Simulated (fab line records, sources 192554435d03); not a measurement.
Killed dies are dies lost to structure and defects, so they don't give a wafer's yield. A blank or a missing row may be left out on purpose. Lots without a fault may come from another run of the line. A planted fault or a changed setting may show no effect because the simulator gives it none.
A struck lot beside a sound one | flow n5_finfet | 16 steps out of a route of 1938
Sound: wafers L760.4, L760.5, L760.6. Struck: wafer L754.6. (L754.2 of the same lot was not struck and is left out.) The cause comes at the end.
At each step with rows: each side's tool, then ch and its chambers, then its first start. Under that, the readings that differ: sound wafers | struck wafers | difference of the means | sigmas: that difference in standard deviations of wafers without a fault.
alike: readings whose means differ by less than 2 such deviations, and words and numbers that are the same on both sides. not compared: withheld readings, readings that some wafer has no value for, bounds like >300 that may hide the same value, and numbers for which the record gives no deviation and whose values overlap.
The two part at a step that has a row with sigmas, a row that says differs or no value, or rows on one side only. Numbers that don't overlap but have no deviation are shown without sigmas and don't part them. A reading that every wafer of one side lacks parts them only if that side has two wafers or more.

first, 11 steps without rows for these wafers: N5_MOL_CONTACT_COAG_DESCUM_45 (chemistry O2, time 7 s); N5_MOL_CONTACT_COAG_ETCH_65 (etches underlayer in N2/H2, target depth 13 nm, time 10.4 s); N5_MOL_CONTACT_COAG_ETCH_66 (etches SiARC in CF4, target depth 13 nm, time 21.7 s); N5_MOL_CONTACT_COAG_ALD_133 (deposits SiO2, target thk 5 nm, pulse time 1 s, co reactant pulse time 1 s); N5_MOL_CONTACT_COAG_ETCHBACK_134 (etches SiO2 in CHF3, target depth 10 nm, time 6.7 s); N5_MOL_CONTACT_COAG_ETCH_67 (etches SOC in N2/H2, target depth 60 nm, overetch 21 nm, time 101.2 s); N5_MOL_CONTACT_COAG_STRIP_68 (strips in N2/H2); N5_MOL_CONTACT_COAG_STRIP_69 (strips in N2/H2); N5_MOL_CONTACT_COAG_ETCHBACK_136 (etches SiO2 in CHF3, target depth 25 nm, time 16.7 s); N5_MOL_CONTACT_COAG_STRIP_120 (strips in CHF3); N5_MOL_CONTACT_COAG_VIA_ETCH_117 (etches SiO2 in C4F6/O2, target depth 40 nm, overetch 8 nm, time 26 s).
N5_MOL_CONTACT_COAG_ETCH_124: etches SiNx in CH3F/O2, stops on SiOC, target depth 6.5 nm.
  sound on rie_diel-02 ch 0,1,2, day 9 15:23; struck on rie_diel-01 ch 1, day 8 04:20
  reading               | sound             | struck | difference | sigmas
  CH3F_flow_sccm (sccm) | 29.82 30.11 30.04 | 29.81  | -0.18      | -2
  alike: drypump_motor_current_A, oes_ar_750_au, oes_product_au, rf_fwd_power_W, rf_vpp_V, showerhead_plenum_p_Torr, throttle_valve_pct
  not compared: rf_hours_counter_h, model.SOC_of_MOL_CONTACT_COAG_COAT_62.thk_nm
N5_MOL_CONTACT_COAG_ETCH_48: etches SiOC in C4F6/O2, target depth 15 nm, overetch 4.5 nm, time 17 s.
  sound on rie_diel-02 ch 0,1,2, day 9 15:25; struck on rie_diel-01 ch 1, day 8 04:22
  alike: drypump_motor_current_A, oes_ar_750_au, oes_product_au, rf_fwd_power_W, rf_vpp_V, showerhead_plenum_p_Torr, throttle_valve_pct
  not compared: rf_hours_counter_h, model.SOC_of_MOL_CONTACT_COAG_COAT_62.thk_nm
then, 1 step without rows for these wafers: N5_MOL_CONTACT_COAG_STRIP_72 (strips in N2/H2).
-- the record jumps here: 3 days lie between the struck wafers' starts before and after (it left off in module MOL_CONTACT_COAG and takes up again in module BEOL_M4, whose first step shown is number 1111 of the route) --
N5_BEOL_M4_RC_MEAS_101:
  sound on prober-02 ch 0, day 12 15:22; struck on prober-01 ch 0, day 11 07:02
  alike: DIBL_N, DIBL_P, IOFF_N, IOFF_P, ION_N, ION_P, SS_N, SS_P, VT_N, VT_P
then, 1 step without rows for these wafers: N5_PASSIVATION_PROBE_49.

WHERE THEY PART
Only at N5_MOL_CONTACT_COAG_ETCH_124, within this record. Later steps at which nothing parts them and some readings are alike: N5_MOL_CONTACT_COAG_ETCH_48, N5_BEOL_M4_RC_MEAS_101.

WHY: what the simulator had put in
Process parameter drift: rie_diel-01, from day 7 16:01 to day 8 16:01, at N5_MOL_CONTACT_COAG_ETCH_124. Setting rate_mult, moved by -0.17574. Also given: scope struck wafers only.
